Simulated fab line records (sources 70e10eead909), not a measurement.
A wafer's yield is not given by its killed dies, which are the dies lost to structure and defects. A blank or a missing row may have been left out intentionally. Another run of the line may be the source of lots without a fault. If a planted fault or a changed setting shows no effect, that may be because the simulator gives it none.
The tool behind it: which one? -- flow nand_harc -- 13 lots with 39 wafers sampled at 5 steps, on a route of 1159 steps

## WHAT EACH GAUGE READ, for each wafer
NHARC_END_SORT_01. Usual: killed_at_array 29, standard deviation 10; killed_at_other 0.7, standard deviation 1; killed_at_periphery 3.7, standard deviation 2.6; killed_dies 33, standard deviation 10; killed_open 3.4, standard deviation 1.8; killed_short 1.8, standard deviation 1.3.
lot,measured,on,killed_at_array,killed_at_other,killed_at_periphery,killed_dies,killed_open,killed_short,flag
L157,day 21 16:08,prober-01,31 35 26,0 0 1,6 3 4,37 38 31,4 4 1,1 2 3,
L166,day 23 15:43,prober-02,131 105 140,3 1 2,1 2 1,135 108 143,4 2 2,1 1 1,OFF
L169,day 23 23:31,prober-01,111 113 120,0 1 0,7 2 3,118 116 123,2 1 3,3 1 3,OFF

## WHICH TOOL RAN EACH LOT (tool, then ch and the chambers of the sampled wafers, then the start)
lot,NHARC_A_CONTACT_ETCH_31,NHARC_HYBRID_BOND_ACTIVATE_00,NHARC_THIN_TSV_PVD_19,NHARC_THIN_TSV_CMP_21
L150,"rie_diel-08 ch 2,3, day 17 05:12","rie_diel-13 ch 1,2,3, day 18 05:46","pvd_sputter-02, day 18 23:57 or earlier","cmp-01 ch 0,3, day 18 23:57"
L153,"rie_diel-12 ch 0,3, day 17 13:22","rie_diel-13 ch 0,1,2, day 18 10:55","pvd_sputter-03, day 19 02:21 or earlier","cmp-01 ch 0,2,3, day 19 02:21"
L151,"rie_diel-05 ch 0,1,3, day 17 22:47","rie_diel-13 ch 1,2,3, day 18 19:56","pvd_sputter-01, day 19 13:29 or earlier","cmp-04 ch 0,2,3, day 19 13:29"
L155,"rie_diel-05 ch 0,2, day 18 04:12","rie_diel-13 ch 2,3, day 19 01:39","pvd_sputter-02, day 19 20:32 or earlier","cmp-04 ch 0,1,2, day 19 20:32"
L156,"rie_diel-05 ch 1,2,3, day 18 16:41","rie_diel-02 ch 1,2, day 19 22:11","pvd_sputter-02, day 20 15:02 or earlier","cmp-04 ch 0,1,2, day 20 15:02"
L159,"rie_diel-05 ch 0,1,2, day 19 05:25","rie_diel-02 ch 1,2, day 20 01:51","pvd_sputter-03, day 20 19:17 or earlier","cmp-03 ch 2,3, day 20 19:17"
L157,"rie_diel-12 ch 0,2,3, day 19 07:05","rie_diel-13 ch 0,1, day 20 10:06","pvd_sputter-03, day 21 05:38 or earlier","cmp-01 ch 0,2, day 21 05:38"
L158,"rie_diel-05 ch 0,2, day 19 13:54","rie_diel-13 ch 1,3, day 20 16:58","pvd_sputter-03, day 21 09:56 or earlier","cmp-01 ch 1,2,3, day 21 09:56"
L160,"rie_diel-08 ch 0,2,3, day 20 01:28","rie_diel-05 ch 1,3, day 20 22:38","pvd_sputter-03, day 21 16:32 or earlier","cmp-01 ch 1,3, day 21 16:32"
L166,"rie_diel-05 ch 0,2, day 20 21:02","rie_diel-13 ch 0,3, day 22 06:08","pvd_sputter-02, day 23 00:38 or earlier","cmp-03 ch 0,2, day 23 00:38"
L169,"rie_diel-05 ch 1,3, day 21 13:30","rie_diel-13 ch 0,1, day 22 11:30","pvd_sputter-01, day 23 09:31 or earlier","cmp-03 ch 1,2,3, day 23 09:31"
L171,"rie_diel-12 ch 0,1,3, day 22 01:20","rie_diel-13 ch 0,2, day 23 04:57","pvd_sputter-02, day 23 23:07 or earlier","cmp-01 ch 0,2,3, day 23 23:07"
L172,"rie_diel-08 ch 1,2, day 22 21:36","rie_diel-13 ch 2,3, day 23 18:38","pvd_sputter-01, day 24 11:38 or earlier","cmp-03 ch 0,1,3, day 24 11:38"
- NHARC_A_CONTACT_ETCH_31: etches the open film in O2/COS, target depth 2000 nm, time 520 s.
- NHARC_HYBRID_BOND_ACTIVATE_00: chemistry N2, time 60 s.
- NHARC_THIN_TSV_PVD_19: deposits TaN, target thk 20 nm.
- NHARC_THIN_TSV_CMP_21: polishes, t overpolish 30 s, target thk 2000 nm.

## WHAT THE TOOLS THEMSELVES READ (means of the sampled wafers that have a number; where no wafer has one, the mark that the record gives instead)
NHARC_A_CONTACT_ETCH_31. Usual: drypump_motor_current_A 6.0 A, standard deviation 0.49; oes_product_au 1.000 a.u., standard deviation 0.012; rf_vpp_V 313.3 V, standard deviation 2.2; showerhead_plenum_p_Torr 3.06 Torr, standard deviation 0.14; throttle_valve_pct 28.330 %, standard deviation 0.0098.
lot,tool,drypump_motor_current_A (A),oes_product_au (a.u.),rf_vpp_V (V),showerhead_plenum_p_Torr (Torr),throttle_valve_pct (%),flag
L150,rie_diel-08,6.0,0.999,315.8,3.26,28.329,
L153,rie_diel-12,6.6,1.006,312.9,3.02,28.336,
L151,rie_diel-05,5.6,1.009,311.8,2.97,28.333,
L155,rie_diel-05,6.0,0.985,313.1,3.05,28.329,
L156,rie_diel-05,5.7,1.007,313.9,3.11,28.334,
L159,rie_diel-05,6.1,0.994,314.4,3.08,28.331,
L157,rie_diel-12,6.1,1.004,312.6,3.04,28.331,
L158,rie_diel-05,6.0,0.991,312.6,3.05,28.328,
L160,rie_diel-08,6.0,0.995,313.7,3.10,28.332,
L166,rie_diel-05,6.2,0.997,314.6,3.18,28.339,
L169,rie_diel-05,5.6,1.010,311.6,2.99,28.337,
L171,rie_diel-12,6.3,0.998,312.7,3.01,28.328,
L172,rie_diel-08,6.3,1.002,312.8,3.04,28.327,

NHARC_HYBRID_BOND_ACTIVATE_00. Usual: drypump_motor_current_A 6.0 A, standard deviation 0.33; oes_product_au 1.002 a.u., standard deviation 0.01; rf_vpp_V 63.9 V, standard deviation 0.92; showerhead_plenum_p_Torr 1.72 Torr, standard deviation 0.094.
lot,tool,drypump_motor_current_A (A),oes_product_au (a.u.),rf_vpp_V (V),showerhead_plenum_p_Torr (Torr),flag
L150,rie_diel-13,6.2,0.999,63.7,1.75,
L153,rie_diel-13,6.3,0.994,64.1,1.72,
L151,rie_diel-13,6.2,1.006,64.2,1.75,
L155,rie_diel-13,6.2,0.996,63.9,1.67,
L156,rie_diel-02,5.7,1.009,63.9,1.73,
L159,rie_diel-02,5.7,1.011,63.7,1.70,
L157,rie_diel-13,6.1,1.003,65.0,1.80,
L158,rie_diel-13,6.0,1.000,63.8,1.78,
L160,rie_diel-05,5.2,1.003,63.4,1.69,
L166,rie_diel-13,6.0,1.009,63.3,1.66,
L169,rie_diel-13,6.1,1.007,63.5,1.72,
L171,rie_diel-13,6.1,0.998,63.3,1.64,
L172,rie_diel-13,6.1,0.991,63.9,1.70,

NHARC_THIN_TSV_PVD_19. Usual: throttle_valve_pct at 29.8 %, with a standard deviation of 0.96.
lot,tool,throttle_valve_pct (%),flag
L150,pvd_sputter-02,29.4,
L153,pvd_sputter-03,29.9,
L151,pvd_sputter-01,30.9,
L155,pvd_sputter-02,28.6,
L156,pvd_sputter-02,28.8,
L159,pvd_sputter-03,30.4,
L157,pvd_sputter-03,29.8,
L158,pvd_sputter-03,30.5,
L160,pvd_sputter-03,30.5,
L166,pvd_sputter-02,29.1,
L169,pvd_sputter-01,30.5,
L171,pvd_sputter-02,29.4,
L172,pvd_sputter-01,31.1,

NHARC_THIN_TSV_CMP_21. Usual: motor_current_A 12.0 A, standard deviation 1.3; overpolish_run_s 30.000 s, standard deviation 0.01.
lot,tool,motor_current_A (A),overpolish_run_s (s),flag
L150,cmp-01,12.2,29.992,
L153,cmp-01,11.4,29.999,
L151,cmp-04,12.9,30.000,
L155,cmp-04,12.8,30.002,
L156,cmp-04,12.9,30.007,
L159,cmp-03,14.3,29.994,
L157,cmp-01,11.7,30.009,
L158,cmp-01,11.2,30.010,
L160,cmp-01,11.4,30.009,
L166,cmp-03,11.5,30.000,
L169,cmp-03,12.8,29.996,
L171,cmp-01,11.0,30.000,
L172,cmp-03,12.2,29.997,

## THE ANSWER, worked out from the rows above alone
Rule: a lot is off if the mean of its wafers that have a number lies more than 3 standard deviations from the usual mean. A lot without any number at a reading at which 4 lots or more have one is off too. Any other lot the step has rows for is counted as sound. Order of review: gauges by route order, followed by the tools' own readings, for which a lot's mean as printed above is used. At the first step where some lot is off, the reading lying furthest off is the one used; lots without a number count as furthest.
Off: L166, L169, at NHARC_END_SORT_01 (killed_at_array). Neither off nor sound, because the step has no rows for them: L150, L153, L151, L155, L156, L159, L158, L160, L171, L172.
A tool fits if, at a process step before that reading, it ran every lot that is off, and no sound lot after the first of them. The gauges at NHARC_END_SORT_01 are tried like those tools. NHARC_THIN_TSV_PVD_19 gives no start for some lots, so the hours and the order of its lots are those of NHARC_THIN_TSV_CMP_21. Can't be told from this: 3 tools fit, rie_diel-05 at NHARC_A_CONTACT_ETCH_31, rie_diel-13 at NHARC_HYBRID_BOND_ACTIVATE_00, cmp-03 at NHARC_THIN_TSV_CMP_21.

## WHAT THE SIMULATOR HAD INSERTED
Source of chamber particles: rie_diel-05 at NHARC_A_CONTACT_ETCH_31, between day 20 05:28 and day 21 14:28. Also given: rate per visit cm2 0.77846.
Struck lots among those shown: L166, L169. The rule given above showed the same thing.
